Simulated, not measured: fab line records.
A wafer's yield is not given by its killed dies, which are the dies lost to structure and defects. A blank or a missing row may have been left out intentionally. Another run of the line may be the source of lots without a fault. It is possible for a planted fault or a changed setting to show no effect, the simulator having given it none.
fab line records	flow nand-harc
record: lots: 24	wafers: 72	last-day: 33
route steps=1302 shown A_CHANNEL_FILL_D2@612 A_STAIRCASE@672
lots that met no fault: from a run of the same line without faults
start-h: hours from the record's first day to the start of the lot's first wafer shown	wait-h: hours since the lot's step before	" as in the row above	L1.1+2: a row that stands for several wafers	- no value, or no start was given	* or withheld: withheld	< > ~ a bound
route shown NAME@n: a module of which the file shows steps, and the number in the route of the first	usual: mean and standard deviation over wafers with no fault	same: alike in all rows	chamber/n: place in a boat	sites: each site's reading	_std_site: the standard deviation of these	_edge_site: the outer-site mean with the inner-site mean subtracted	radius-mm: for every site, how far away it sits from the centre of the wafer	mask NAME#n: copy n	behind: the most recent tool/chamber to have shaped the wafer	hold: why the lot was held/for how many hours/how that ended	device: names the non-switching transistor (n, p or np)	end of line: the same wafers' tests at the end of the route	a step with no rows: only its recipe	killed: dies that structure and defects cost at the first sort, which is not the same as the wafer's yield	map: a wafer's dies, x killed, . not, _ none there
set.NAME: the setting as run; set.NAME@STEP: as run at that earlier step	model.NAME: the simulator's own value behind a step, which no gauge read
steps of the route over a sample of lots; a table a step, a row a wafer
services: a tool's chamber out of use, with start hour (start-h, from the record's first day; less than 0 if before it), hours out, and reason
== steps ==
step: NHARC_A_CHANNEL_FILL_D2_ALD_02
recipe: target-thk-a: 60	pulse-time-s: 10	ald-cycles: 60	temp-c: 300	material: SiO2
usual: heater-power-w: 436/33	precursor-pulse-height-rel: 0.999/0.021
lot.wafer	tool	chamber	start-h	wait-h	heater-power-w	precursor-pulse-height-rel
L074.1	ald-hk-02	1	303.84	-	429	0.994
L074.4	"	2	"	"	437	1.022
L074.6	"	2	"	"	434	0.987
L075.2	ald-hk-02	2	304.34	-	425	0.984
L075.1	"	3	"	"	454	1.005
L075.5	"	1	"	"	414	0.977
L076.2	ald-hk-03	2	325.09	-	374	0.979
L076.5	"	1	"	"	466	1.006
L076.6	"	2	"	"	383	0.996
L077.3	ald-hk-02	0	327.97	0.2	416	0.999
L077.2	"	1	"	"	408	1.007
L077.6	"	3	"	"	446	1.013
L079.2	ald-hk-04	0	343.97	-	402	0.986
L079.1	"	1	"	"	469	1.004
L079.6	"	0	"	"	390	1.030
L078.1	ald-hk-04	2	344.33	-	450	0.991
L078.3	"	1	"	"	463	1.010
L078.6	"	3	"	"	542	0.993
L080.3	ald-hk-02	0	376.41	-	411	1.008
L080.4	"	1	"	"	441	0.977
L080.2	"	2	"	"	411	1.011
L081.2	ald-hk-02	2	378.98	-	405	1.006
L081.4	"	3	"	"	447	0.992
L081.3	"	0	"	"	403	1.013
L082.3	ald-hk-03	3	388.74	-	465	0.974
L082.6	"	0	"	"	492	0.978
L082.5	"	1	"	"	463	1.001
L083.1	ald-hk-02	1	396.45	-	427	1.022
L083.2	"	3	"	"	434	1.006
L083.4	"	0	"	"	411	0.989
L084.3	ald-hk-02	0	408.94	-	409	1.004
L084.1	"	1	"	"	420	1.003
L084.5	"	2	"	"	425	0.972
L085.1	ald-hk-02	1	412.42	0.3	430	1.009
L085.3	"	2	"	"	412	1.027
L085.2	"	0	"	"	410	0.998
L086.2	ald-hk-02	2	416.99	-	414	0.981
L086.1	"	1	"	"	423	0.988
L086.6	"	3	"	"	434	1.026
L088.4	ald-hk-03	1	443.59	-	461	1.019
L088.3	"	2	"	"	399	1.008
L088.6	"	0	"	"	485	0.931
L089.4	ald-hk-03	2	444.27	0.1	404	0.996
L089.3	"	3	"	"	462	0.995
L089.2	"	1	"	"	457	0.971
L087.2	ald-hk-03	3	455.55	-	458	0.969
L087.1	"	0	"	"	473	0.998
L087.6	"	3	"	"	463	1.028
L090.2	ald-hk-02	2	464.26	-	431	1.005
L090.5	"	1	"	"	437	0.962
L090.6	"	2	"	"	401	1.005
L091.4	ald-hk-02	0	469.38	-	408	1.020
L091.2	"	3	"	"	445	0.960
L091.5	"	1	"	"	432	0.988
L092.4	ald-hk-03	0	485.74	-	477	1.052
L092.6	"	2	"	"	392	1.039
L092.5	"	3	"	"	455	0.992
L094.4	ald-hk-03	2	503.69	-	392	1.001
L094.2	"	1	"	"	461	0.988
L094.5	"	3	"	"	450	0.989
L093.2	ald-hk-02	0	503.76	-	418	0.968
L093.4	"	1	"	"	431	1.011
L093.6	"	0	"	"	410	1.005
L095.1	ald-hk-03	3	510.25	-	453	1.024
L095.2	"	0	"	"	486	1.019
L095.5	"	3	"	"	465	1.038
L096.3	ald-hk-04	0	525.92	-	385	0.986
L096.5	"	0	"	"	377	0.965
L096.6	"	1	"	"	450	0.986
L097.3	ald-hk-02	0	526.61	-	410	1.013
L097.2	"	1	"	"	426	0.988
L097.1	"	3	"	"	448	1.012
step: NHARC_A_CHANNEL_FILL_D2_ALD_03
recipe: target-thk-a: 60	pulse-time-s: 60	ald-cycles: 58	temp-c: 630	pressure-torr: 2	material: SiNx
usual: chamber-pressure-Torr: 1.998/0.0046	precursor-pulse-height-rel: 1.000/0.02
lot.wafer	tool	chamber	start-h	wait-h	chamber-pressure-Torr	precursor-pulse-height-rel
L074.1	ald-sin-batch-02	0	-	-	2.000	1.001
L074.4	"	0	"	"	1.999	1.018
L074.6	"	0	"	"	1.996	1.025
L075.1	ald-sin-batch-02	0	-	-	2.000	0.982
L075.2	"	0	"	"	2.000	0.963
L075.5	"	0	"	"	2.008	1.006
L076.2	ald-sin-batch-03	0	-	-	1.992	0.987
L076.5	"	0	"	"	1.995	1.011
L076.6	"	0	"	"	2.001	1.007
L077.2	ald-sin-batch-02	0	-	-	2.000	1.006
L077.3	"	0	"	"	1.998	1.003
L077.6	"	0	"	"	2.003	0.997
L078.1	ald-sin-batch-01	0	-	-	2.003	0.995
L078.3	"	0	"	"	1.996	1.043
L078.6	"	0	"	"	1.994	0.963
L079.1	ald-sin-batch-01	0	-	-	2.000	0.970
L079.2	"	0	"	"	2.005	1.004
L079.6	"	0	"	"	1.994	1.003
L080.2	ald-sin-batch-03	0	-	-	1.990	0.972
L080.3	"	0	"	"	1.990	1.007
L080.4	"	0	"	"	1.989	1.011
L081.2	ald-sin-batch-03	0	-	-	2.004	0.996
L081.3	"	0	"	"	1.997	1.030
L081.4	"	0	"	"	2.002	1.014
L082.3	ald-sin-batch-01	0	-	-	2.002	1.022
L082.5	"	0	"	"	1.998	1.037
L082.6	"	0	"	"	2.001	0.974
L083.1	ald-sin-batch-03	0	-	-	1.994	0.992
L083.2	"	0	"	"	1.998	1.012
L083.4	"	0	"	"	2.000	0.958
L084.1	ald-sin-batch-01	0	-	-	1.996	0.990
L084.3	"	0	"	"	1.997	0.982
L084.5	"	0	"	"	1.992	1.000
L085.1	ald-sin-batch-01	0	-	-	2.000	0.984
L085.2	"	0	"	"	1.997	0.958
L085.3	"	0	"	"	1.993	0.985
L086.1	ald-sin-batch-03	0	-	-	1.992	0.963
L086.2	"	0	"	"	2.003	1.022
L086.6	"	0	"	"	1.999	1.009
L088.3	ald-sin-batch-02	0	-	-	1.993	0.981
L088.4	"	0	"	"	1.993	0.997
L088.6	"	0	"	"	1.990	1.048
L089.2	ald-sin-batch-02	0	-	-	2.002	1.027
L089.3	"	0	"	"	1.998	0.998
L089.4	"	0	"	"	2.002	1.031
L087.1	ald-sin-batch-03	0	-	-	2.004	0.997
L087.2	"	0	"	"	1.992	0.996
L087.6	"	0	"	"	1.999	0.998
L090.2	ald-sin-batch-03	0	-	-	1.998	0.983
L090.5	"	0	"	"	1.995	1.018
L090.6	"	0	"	"	2.004	1.015
L091.2	ald-sin-batch-02	0	-	-	1.996	1.025
L091.4	"	0	"	"	2.010	0.996
L091.5	"	0	"	"	2.000	0.987
L092.4	ald-sin-batch-01	0	-	-	2.001	1.013
L092.5	"	0	"	"	2.000	0.994
L092.6	"	0	"	"	1.997	1.001
L093.2	ald-sin-batch-01	0	-	-	1.998	0.996
L093.4	"	0	"	"	1.997	1.008
L093.6	"	0	"	"	1.995	1.024
L094.2	ald-sin-batch-01	0	-	-	2.004	0.994
L094.4	"	0	"	"	1.995	0.997
L094.5	"	0	"	"	1.997	1.002
L095.1	ald-sin-batch-01	0	-	-	1.996	0.994
L095.2	"	0	"	"	2.000	1.005
L095.5	"	0	"	"	2.007	0.994
L096.3	ald-sin-batch-03	0	-	-	1.998	1.019
L096.5	"	0	"	"	2.004	0.967
L096.6	"	0	"	"	1.997	0.993
L097.1	ald-sin-batch-03	0	-	-	2.010	0.996
L097.2	"	0	"	"	2.011	1.020
L097.3	"	0	"	"	2.002	1.004
step: NHARC_A_CHANNEL_FILL_D2_RTA_24
recipe: temp-c: 1000	time-s: 5
usual: lamp-power-pct: 32.0/1.4	lamp_zone_7_pct: 32.5/1.4	wafer_temp_C_max: 1003.3/0.64
lot.wafer	tool	chamber	start-h	wait-h	lamp-power-pct	lamp_zone_7_pct	wafer_temp_C_max
L075.1	rtp-anneal-02	0	353.37	0.0	33.0	33.5	1003.1
L075.2	"	0	"	"	33.1	33.6	1003.7
L075.5	"	0	"	"	33.0	33.6	1004.1
L074.1	rtp-anneal-01	0	357.55	0.2	30.2	30.6	1004.1
L074.4	"	0	"	"	30.1	30.6	1003.3
L074.6	"	0	"	"	30.1	30.7	1002.8
L076.2	rtp-anneal-02	0	372.77	0.1	33.1	33.5	1002.6
L076.5	"	0	"	"	33.0	33.7	1003.3
L076.6	"	0	"	"	33.1	33.6	1004.2
L077.2	rtp-anneal-02	0	380.46	0.1	33.1	33.6	1005.0
L077.3	"	0	"	"	33.1	33.6	1003.3
L077.6	"	0	"	"	33.1	33.6	1003.7
L078.1	rtp-anneal-01	0	391.99	0.0	30.1	30.7	1002.6
L078.3	"	0	"	"	30.1	30.7	1003.0
L078.6	"	0	"	"	30.1	30.7	1002.0
L079.1	rtp-anneal-02	0	392.09	0.1	33.0	33.6	1003.5
L079.2	"	0	"	"	33.1	33.6	1002.7
L079.6	"	0	"	"	33.0	33.6	1003.3
L081.2	rtp-anneal-02	0	423.66	0.1	33.1	33.5	1002.7
L081.3	"	0	"	"	33.0	33.6	1003.3
L081.4	"	0	"	"	33.1	33.6	1003.5
L080.2	rtp-anneal-01	0	423.69	0.1	30.2	30.6	1002.9
L080.3	"	0	"	"	30.1	30.6	1003.8
L080.4	"	0	"	"	30.1	30.7	1003.7
L082.3	rtp-anneal-02	0	435.93	0.1	33.0	33.6	1003.6
L082.5	"	0	"	"	33.0	33.5	1003.4
L082.6	"	0	"	"	33.1	33.6	1002.2
L083.1	rtp-anneal-02	0	445.76	0.0	33.0	33.6	1002.8
L083.2	"	0	"	"	33.0	33.5	1002.9
L083.4	"	0	"	"	33.0	33.6	1003.0
L084.1	rtp-anneal-02	0	456.42	0.0	33.0	33.5	1002.7
L084.3	"	0	"	"	33.0	33.6	1003.4
L084.5	"	0	"	"	33.0	33.5	1003.4
L085.1	rtp-anneal-02	0	461.72	0.0	33.0	33.6	1003.9
L085.2	"	0	"	"	33.1	33.6	1003.6
L085.3	"	0	"	"	33.1	33.6	1002.7
L086.1	rtp-anneal-02	0	466.40	0.0	33.0	33.5	1003.7
L086.2	"	0	"	"	33.0	33.6	1003.0
L086.6	"	0	"	"	33.1	33.6	1002.8
L089.2	rtp-anneal-02	0	491.62	0.1	33.0	33.6	1002.6
L089.3	"	0	"	"	33.0	33.5	1004.0
L089.4	"	0	"	"	33.1	33.6	1003.1
L088.3	rtp-anneal-01	0	491.67	0.1	30.1	30.6	1004.1
L088.4	"	0	"	"	30.1	30.6	1003.9
L088.6	"	0	"	"	30.1	30.6	1004.1
L087.1	rtp-anneal-01	0	505.72	0.0	30.1	30.6	1003.0
L087.2	"	0	"	"	30.1	30.6	1003.7
L087.6	"	0	"	"	30.1	30.6	1003.5
L090.2	rtp-anneal-01	0	512.54	0.1	30.2	30.6	1004.0
L090.5	"	0	"	"	30.1	30.6	1003.1
L090.6	"	0	"	"	30.2	30.7	1003.3
L091.2	rtp-anneal-02	0	520.33	0.1	33.1	33.6	1003.9
L091.4	"	0	"	"	33.1	33.6	1004.4
L091.5	"	0	"	"	33.0	33.6	1003.0
L092.4	rtp-anneal-02	0	532.73	0.3	33.1	33.6	1005.4
L092.5	"	0	"	"	33.0	33.5	1003.4
L092.6	"	0	"	"	33.0	33.6	1003.2
L093.2	rtp-anneal-01	0	553.03	0.1	30.2	30.7	1003.8
L093.4	"	0	"	"	30.1	30.6	1003.5
L093.6	"	0	"	"	30.2	30.7	1002.1
L094.2	rtp-anneal-02	0	553.05	0.1	33.1	33.6	1002.4
L094.4	"	0	"	"	33.0	33.6	1003.3
L094.5	"	0	"	"	33.1	33.6	1003.9
L095.1	rtp-anneal-01	0	559.80	0.0	30.2	30.6	1003.6
L095.2	"	0	"	"	30.1	30.6	1003.3
L095.5	"	0	"	"	30.1	30.7	1003.7
L097.1	rtp-anneal-01	0	573.90	0.0	30.2	30.6	1002.5
L097.2	"	0	"	"	30.2	30.6	1002.5
L097.3	"	0	"	"	30.2	30.5	1002.9
L096.3	rtp-anneal-02	0	574.02	0.2	33.0	33.6	1005.0
L096.5	"	0	"	"	33.1	33.6	1003.3
L096.6	"	0	"	"	33.0	33.6	1004.7
step: NHARC_A_STAIRCASE_TRIM_16
recipe: time-s: 211.2	o2-flow-sccm: 500	ar-flow-sccm: 0	bias-w: 0	chemistry: O2
usual: drypump-motor-current-A: 5.6/0.46	oes-product-au: 0.999/0.014	rf-vpp-V: 57.9/0.94	showerhead-plenum-p-Torr: 3.54/0.17	throttle-valve-pct: 17.038/0.0086
lot.wafer	tool	chamber	start-h	wait-h	drypump-motor-current-A	oes-product-au	rf-hours-counter-h	rf-vpp-V	showerhead-plenum-p-Torr	throttle-valve-pct
L075.1	rie-diel-13	3	-	-	5.9	0.984	1	57.2	3.81	17.032
L075.2	"	0	"	"	6.0	0.989	1	57.7	3.66	17.038
L075.5	"	3	"	"	5.9	0.984	-	58.4	3.81	17.033
L074.4	rie-diel-13	1	-	-	6.5	1.014	6	58.0	3.65	17.033
L074.1	"	0	"	"	6.0	0.992	6	56.5	3.66	17.035
L074.6	"	1	"	"	6.4	1.007	-	58.2	3.65	17.027
L076.2	rie-diel-09	3	-	-	5.2	0.985	17	58.6	3.48	17.040
L076.5	"	2	"	"	5.1	1.009	-	57.9	3.28	17.053
L076.6	"	3	"	"	5.2	0.989	-	56.7	3.48	17.033
L077.2	rie-diel-09	0	-	-	5.7	1.015	18	57.5	3.77	17.040
L077.3	"	2	"	"	5.1	1.012	16	57.5	3.28	17.045
L077.6	"	0	"	"	5.7	1.008	-	59.1	3.77	17.034
L078.3	rie-diel-09	2	-	-	5.1	1.013	19	56.3	3.28	17.040
L078.1	"	0	"	"	5.7	1.013	21	58.2	3.76	17.038
L078.6	"	1	"	"	6.1	0.993	-	57.0	3.50	17.041
L079.2	rie-diel-09	2	-	-	5.1	1.011	19	58.1	3.28	17.041
L079.1	"	0	"	"	5.7	1.006	21	59.0	3.76	17.030
L079.6	"	3	"	"	5.2	1.000	-	59.3	3.47	17.036
L081.2	rie-diel-06	0	-	-	6.0	1.001	32	57.8	3.41	17.043
L081.3	"	1	"	"	5.4	1.016	34	58.4	3.79	17.032
L081.4	"	3	"	"	4.8	0.973	30	57.2	3.32	17.047
L080.2	rie-diel-06	2	-	-	5.6	1.007	35	58.3	3.43	17.048
L080.3	"	3	"	"	4.8	0.979	30	57.1	3.32	17.024
L080.4	"	1	"	"	5.4	1.001	35	58.7	3.79	17.034
L082.3	rie-diel-09	0	-	-	5.7	1.016	33	58.8	3.76	17.030
L082.5	"	1	"	"	6.1	0.988	-	57.2	3.49	17.035
L082.6	"	2	"	"	5.1	1.000	-	58.0	3.28	17.033
L083.1	rie-diel-09	1	-	-	6.1	0.981	36	56.8	3.49	17.042
L083.4	"	2	"	"	5.1	0.993	36	57.5	3.27	17.027
L083.2	"	3	"	"	5.2	1.004	36	55.9	3.47	17.039
L084.1	rie-diel-09	1	-	-	6.1	0.985	39	58.4	3.49	17.040
L084.3	"	0	"	"	5.7	1.008	38	58.6	3.75	17.040
L084.5	"	2	"	"	5.1	0.998	-	56.8	3.27	17.048
L085.1	rie-diel-09	3	-	-	5.2	0.997	39	57.3	3.46	17.036
L085.2	"	0	"	"	5.7	1.009	39	59.6	3.75	17.042
L085.3	"	1	"	"	6.1	0.989	40	58.5	3.49	17.037
L086.2	rie-diel-09	1	-	-	6.1	0.993	42	59.1	3.49	17.015
L086.1	"	2	"	"	5.1	1.002	42	57.3	3.27	17.031
L086.6	"	3	"	"	5.2	0.991	-	58.6	3.46	17.044
L089.2	rie-diel-13	1	-	-	6.5	1.001	43	57.7	3.63	17.042
L089.3	"	3	"	"	5.9	0.983	43	58.4	3.78	17.031
L089.4	"	0	"	"	6.0	1.004	54	58.8	3.63	17.034
L088.4	rie-diel-13	2	-	-	5.4	0.995	47	58.1	3.63	17.026
L088.3	"	0	"	"	6.0	1.012	54	57.0	3.63	17.035
L088.6	"	1	"	"	6.4	1.001	-	58.6	3.63	17.033
L087.2	rie-diel-13	2	-	-	5.4	0.986	52	58.7	3.63	17.037
L087.1	"	3	"	"	5.9	0.983	48	57.6	3.78	17.035
L087.6	"	1	"	"	6.4	1.003	-	57.9	3.62	17.040
L090.2	rie-diel-06	1	-	-	5.4	1.029	10	59.8	3.77	17.024
L090.5	"	2	"	"	5.6	1.014	-	58.6	3.41	17.032
L090.6	"	3	"	"	4.8	0.979	-	56.2	3.31	17.044
L091.2	rie-diel-06	0	-	-	6.0	1.017	14	57.4	3.40	17.041
L091.4	"	1	"	"	5.4	1.024	15	58.0	3.77	17.047
L091.5	"	3	"	"	4.8	0.988	-	59.2	3.30	17.054
L092.4	rie-diel-09	1	-	-	6.1	1.000	12	56.2	3.48	17.026
L092.6	"	0	"	"	5.7	0.960	-	58.7	3.74	17.036
L092.5	"	1	"	"	6.1	1.013	-	56.4	3.48	17.029
L093.2	rie-diel-13	2	-	-	5.4	1.014	7	57.7	3.62	17.054
L093.4	"	3	"	"	5.9	0.984	6	58.6	3.77	17.038
L093.6	"	0	"	"	6.0	1.030	-	58.3	3.62	17.031
L094.2	rie-diel-09	3	-	-	5.2	0.988	15	57.9	3.45	17.034
L094.4	"	0	"	"	5.7	0.982	18	58.0	3.74	17.044
L094.5	"	3	"	"	5.2	0.980	-	56.8	3.45	17.027
L095.1	rie-diel-06	1	-	-	5.5	1.019	27	58.7	3.76	17.043
L095.2	"	0	"	"	6.0	1.013	29	58.5	3.39	17.046
L095.5	"	2	"	"	5.6	1.003	-	55.3	3.40	17.035
L097.2	rie-diel-09	2	-	-	5.1	1.009	22	57.9	3.80	17.041
L097.1	"	3	"	"	5.2	1.001	21	59.5	3.45	17.057
L097.3	"	0	"	"	5.7	0.974	24	58.5	3.73	17.035
L096.3	rie-diel-06	2	-	-	5.6	1.017	33	57.6	3.40	17.050
L096.5	"	1	"	"	5.5	1.009	-	58.1	3.76	17.033
L096.6	"	2	"	"	5.6	1.003	-	56.7	3.40	17.045
step: NHARC_A_STAIRCASE_TRIM_24
recipe: time-s: 211.2	o2-flow-sccm: 500	ar-flow-sccm: 0	bias-w: 0	chemistry: O2
usual: drypump-motor-current-A: 5.6/0.46	oes-product-au: 1.000/0.013	rf-vpp-V: 57.9/0.91	showerhead-plenum-p-Torr: 3.55/0.17	throttle-valve-pct: 17.037/0.0097
lot.wafer	tool	chamber	start-h	wait-h	drypump-motor-current-A	oes-product-au	rf-hours-counter-h	rf-vpp-V	showerhead-plenum-p-Torr	throttle-valve-pct
L075.2	rie-diel-06	0	-	-	6.0	1.003	12	58.2	3.43	17.027
L075.1	"	2	"	"	5.5	1.001	14	57.7	3.44	17.060
L075.5	"	3	"	"	4.8	0.992	-	57.0	3.33	17.035
L074.1	rie-diel-09	0	-	-	5.8	1.005	12	57.7	3.77	17.031
L074.4	"	1	"	"	6.1	0.987	10	56.8	3.51	17.058
L074.6	"	3	"	"	5.2	0.998	-	59.8	3.48	17.039
L076.2	rie-diel-06	2	-	-	5.6	0.990	22	58.4	3.43	17.050
L076.6	"	2	"	"	5.6	1.002	-	57.9	3.43	17.031
L076.5	"	3	"	"	4.8	0.982	-	56.8	3.33	17.042
L077.2	rie-diel-09	3	-	-	5.2	0.994	19	56.5	3.48	17.029
L077.3	"	0	"	"	5.7	1.008	18	58.9	3.77	17.037
L077.6	"	1	"	"	6.1	0.990	-	57.7	3.50	17.039
L078.1	rie-diel-06	1	-	-	5.5	1.012	30	58.5	3.79	17.038
L078.3	"	2	"	"	5.6	0.998	27	57.7	3.43	17.025
L078.6	"	0	"	"	6.0	0.985	-	58.1	3.42	17.032
L079.2	rie-diel-09	3	-	-	5.2	1.004	23	57.7	3.47	17.048
L079.1	"	2	"	"	5.1	1.012	20	56.8	3.28	17.041
L079.6	"	0	"	"	5.7	1.026	-	59.3	3.76	17.041
L081.3	rie-diel-13	2	-	-	5.5	0.993	24	58.4	3.64	17.043
L081.4	"	3	"	"	5.9	0.997	28	58.1	3.79	17.031
L081.2	"	1	"	"	6.4	1.008	22	58.5	3.64	17.030
L080.4	rie-diel-06	1	-	-	5.4	1.018	35	56.8	3.79	17.047
L080.2	"	2	"	"	5.5	1.005	36	57.9	3.43	17.034
L080.3	"	3	"	"	4.8	0.984	30	59.5	3.32	17.040
L082.3	rie-diel-06	2	-	-	5.6	1.001	39	56.8	3.42	17.060
L082.5	"	2	"	"	5.5	0.997	-	57.8	3.42	17.030
L082.6	"	3	"	"	4.8	0.973	-	56.8	3.32	17.022
L083.2	rie-diel-09	1	-	-	6.1	0.995	37	57.5	3.49	17.036
L083.4	"	3	"	"	5.2	0.992	36	58.5	3.47	17.039
L083.1	"	0	"	"	5.7	1.003	36	59.0	3.75	17.035
L084.1	rie-diel-09	0	-	-	5.7	1.008	39	58.4	3.75	17.033
L084.3	"	1	"	"	6.1	0.983	39	56.7	3.49	17.052
L084.5	"	1	"	"	6.1	0.998	-	57.8	3.49	17.040
L085.3	rie-diel-13	2	-	-	5.4	0.992	36	57.9	3.64	17.029
L085.1	"	0	"	"	6.0	1.002	44	57.7	3.64	17.028
L085.2	"	1	"	"	6.4	0.993	33	59.2	3.63	17.040
L086.1	rie-diel-09	3	-	-	5.2	0.986	41	57.5	3.46	17.050
L086.2	"	1	"	"	6.1	0.993	42	58.1	3.49	17.048
L086.6	"	0	"	"	5.7	0.990	-	58.6	3.75	17.030
L089.2	rie-diel-13	0	-	-	6.0	1.009	55	57.9	3.63	17.041
L089.3	"	1	"	"	6.4	1.000	44	58.1	3.63	17.029
L089.4	"	3	"	"	5.9	0.985	44	57.8	3.78	17.050
L088.3	rie-diel-13	2	-	-	5.4	1.002	47	59.7	3.63	17.037
L088.4	"	3	"	"	5.9	0.976	44	59.0	3.78	17.021
L088.6	"	2	"	"	5.4	0.991	-	57.4	3.63	17.031
L087.1	rie-diel-06	1	-	-	5.4	1.032	7	58.8	3.77	17.038
L087.2	"	3	"	"	4.8	0.970	5	57.8	3.31	17.049
L087.6	"	2	"	"	5.6	0.994	-	58.9	3.41	17.020
L090.2	rie-diel-06	0	-	-	6.0	1.008	10	58.2	3.40	17.041
L090.6	"	1	"	"	5.4	1.022	-	57.6	3.77	17.042
L090.5	"	2	"	"	5.5	1.000	-	58.2	3.41	17.049
L091.4	rie-diel-09	1	-	-	6.1	1.021	9	58.2	3.48	17.026
L091.2	"	2	"	"	5.1	0.983	7	59.7	3.80	17.041
L091.5	"	1	"	"	6.1	1.006	-	58.5	3.48	17.042
L092.4	rie-diel-13	3	-	-	5.9	1.004	4	59.3	3.78	17.040
L092.6	"	0	"	"	6.0	1.037	-	57.2	3.62	17.039
L092.5	"	1	"	"	6.4	1.004	-	58.9	3.62	17.056
L093.2	rie-diel-06	0	-	-	6.0	1.012	27	58.7	3.39	17.019
L093.6	"	0	"	"	6.0	1.008	-	57.3	3.39	17.033
L093.4	"	1	"	"	5.4	1.023	-	57.9	3.76	17.050
L094.2	rie-diel-13	3	-	-	5.9	0.993	7	58.3	3.77	17.033
L094.4	"	2	"	"	5.4	1.005	-	57.3	3.62	17.031
L094.5	"	1	"	"	6.5	1.008	-	56.8	3.62	17.040
L095.1	rie-diel-09	3	-	-	5.2	0.987	16	57.8	3.45	17.019
L095.2	"	1	"	"	6.1	1.013	20	56.4	3.47	17.045
L095.5	"	3	"	"	5.2	0.989	-	56.5	3.45	17.022
L097.2	rie-diel-09	1	-	-	6.1	1.002	25	57.4	3.47	17.031
L097.3	"	2	"	"	5.1	0.989	22	59.6	3.79	17.053
L097.1	"	0	"	"	5.7	0.977	25	58.1	3.73	17.044
L096.3	rie-diel-06	0	-	-	6.0	1.016	37	57.1	3.39	17.034
L096.6	"	2	"	"	5.6	1.013	-	58.8	3.40	17.033
L096.5	"	3	"	"	4.8	0.980	-	56.7	3.30	17.034
step: NHARC_A_STAIRCASE_ETCH_25
recipe: target-depth-a: 1000	time-s: 40.5	ion-energy-ev: 400	c4f8-flow-sccm: 20	o2-flow-sccm: 10	ar-flow-sccm: withheld	rf-w: 600	bias-w: 1000	chemistry: C4F8/O2
usual: oes-product-au: 0.946/0.014	rf-fwd-power-W: 593/3.2	rf-vpp-V: 897/6.2
lot.wafer	tool	chamber	start-h	wait-h	oes-product-au	rf-fwd-power-W	rf-hours-counter-h	rf-vpp-V
L075.1	rie-diel-06	0	-	-	0.955	594	12	891
L075.2	"	1	"	"	0.958	588	14	905
L075.5	"	3	"	"	0.937	595	-	890
L074.4	rie-diel-09	0	-	-	0.966	594	12	905
L074.1	"	2	"	"	0.962	595	11	886
L074.6	"	3	"	"	0.937	590	-	894
L076.2	rie-diel-06	3	-	-	0.934	597	17	887
L076.5	"	0	"	"	0.956	593	-	893
L076.6	"	1	"	"	0.979	588	-	906
L077.2	rie-diel-09	1	-	-	0.925	589	16	895
L077.3	"	2	"	"	0.961	592	17	888
L077.6	"	1	"	"	0.925	592	-	895
L078.3	rie-diel-06	1	-	-	0.948	589	30	906
L078.1	"	2	"	"	0.947	594	27	894
L078.6	"	1	"	"	0.961	590	-	905
L079.2	rie-diel-09	0	-	-	0.956	597	22	903
L079.1	"	1	"	"	0.941	593	20	895
L079.6	"	2	"	"	0.955	597	-	886
L081.2	rie-diel-13	2	-	-	0.939	587	24	902
L081.3	"	0	"	"	0.961	591	31	900
L081.4	"	1	"	"	0.964	592	22	900
L080.3	rie-diel-06	2	-	-	0.953	595	36	893
L080.4	"	3	"	"	0.919	593	30	888
L080.2	"	1	"	"	0.960	588	35	907
L082.3	rie-diel-06	0	-	-	0.949	597	36	892
L082.5	"	3	"	"	0.919	595	-	889
L082.6	"	0	"	"	0.945	595	-	892
L083.1	rie-diel-09	1	-	-	0.940	589	37	894
L083.2	"	2	"	"	0.932	593	37	886
L083.4	"	3	"	"	0.941	593	36	894
L084.1	rie-diel-09	1	-	-	0.942	588	39	895
L084.3	"	2	"	"	0.956	594	39	887
L084.5	"	1	"	"	0.953	589	-	894
L085.1	rie-diel-13	0	-	-	0.947	591	44	900
L085.2	"	1	"	"	0.943	591	33	899
L085.3	"	2	"	"	0.936	585	36	899
L086.1	rie-diel-09	0	-	-	0.935	597	41	903
L086.2	"	2	"	"	0.952	593	43	887
L086.6	"	1	"	"	0.957	591	-	895
L089.3	rie-diel-13	1	-	-	0.966	595	44	900
L089.4	"	2	"	"	0.944	591	48	900
L089.2	"	3	"	"	0.931	595	44	906
L088.3	rie-diel-13	0	-	-	0.939	587	55	900
L088.4	"	2	"	"	0.932	588	48	900
L088.6	"	3	"	"	0.926	592	-	905
L087.2	rie-diel-06	2	-	-	0.954	597	4	892
L087.1	"	1	"	"	0.974	589	8	905
L087.6	"	3	"	"	0.920	593	-	890
L090.2	rie-diel-06	0	-	-	0.953	595	10	891
L090.6	"	1	"	"	0.980	587	-	905
L090.5	"	2	"	"	0.964	596	-	892
L091.4	rie-diel-09	0	-	-	0.919	596	9	904
L091.2	"	3	"	"	0.945	594	7	894
L091.5	"	0	"	"	0.924	597	-	902
L092.4	rie-diel-13	3	-	-	0.946	596	4	906
L092.6	"	3	"	"	0.946	595	-	904
L092.5	"	0	"	"	0.963	590	-	900
L093.2	rie-diel-06	0	-	-	0.957	596	27	890
L093.6	"	2	"	"	0.957	594	-	890
L093.4	"	0	"	"	0.949	596	-	892
L094.2	rie-diel-13	2	-	-	0.947	588	7	900
L094.4	"	2	"	"	0.958	590	-	900
L094.5	"	3	"	"	0.941	595	-	905
L095.2	rie-diel-09	1	-	-	0.949	590	20	895
L095.1	"	3	"	"	0.931	592	17	893
L095.5	"	0	"	"	0.935	596	-	904
L097.2	rie-diel-09	0	-	-	0.921	597	25	903
L097.3	"	1	"	"	0.953	589	25	893
L097.1	"	2	"	"	0.938	593	22	906
L096.3	rie-diel-06	0	-	-	0.961	594	37	891
L096.6	"	0	"	"	0.958	594	-	890
L096.5	"	1	"	"	0.954	591	-	904
== services ==
tool	chamber	start-h	hours	kind
rie-diel-09	2	281.87	22.6	repair
rie-diel-13	0	282.21	20.6	repair
rie-diel-06	-	307.20	9.0	pm
rie-diel-09	-	320.41	9.0	pm
rie-diel-13	0	320.88	6.4	repair
rie-diel-13	-	343.67	9.0	pm
ald-hk-02	-	351.21	10.0	pm
rtp-anneal-01	-	372.25	12.0	pm
ald-hk-03	-	392.68	10.0	pm
rie-diel-13	1	398.19	8.2	repair
rie-diel-09	-	404.02	6.5	repair
rie-diel-09	-	428.20	1.1	repair
rie-diel-06	2	455.09	1.5	repair
ald-hk-02	-	467.62	0.9	repair
rie-diel-06	-	484.20	9.0	pm
rie-diel-09	-	497.48	9.0	pm
rie-diel-06	2	504.75	2.4	repair
rie-diel-09	-	507.54	1.2	repair
rie-diel-09	1	514.45	2.4	repair
rie-diel-13	-	520.67	9.0	pm
ald-sin-batch-02	-	528.28	3.2	repair
ald-hk-02	-	529.21	10.0	pm
ald-sin-batch-01	-	538.04	26.0	pm
ald-hk-03	-	572.04	10.0	pm
== key ==
fault none
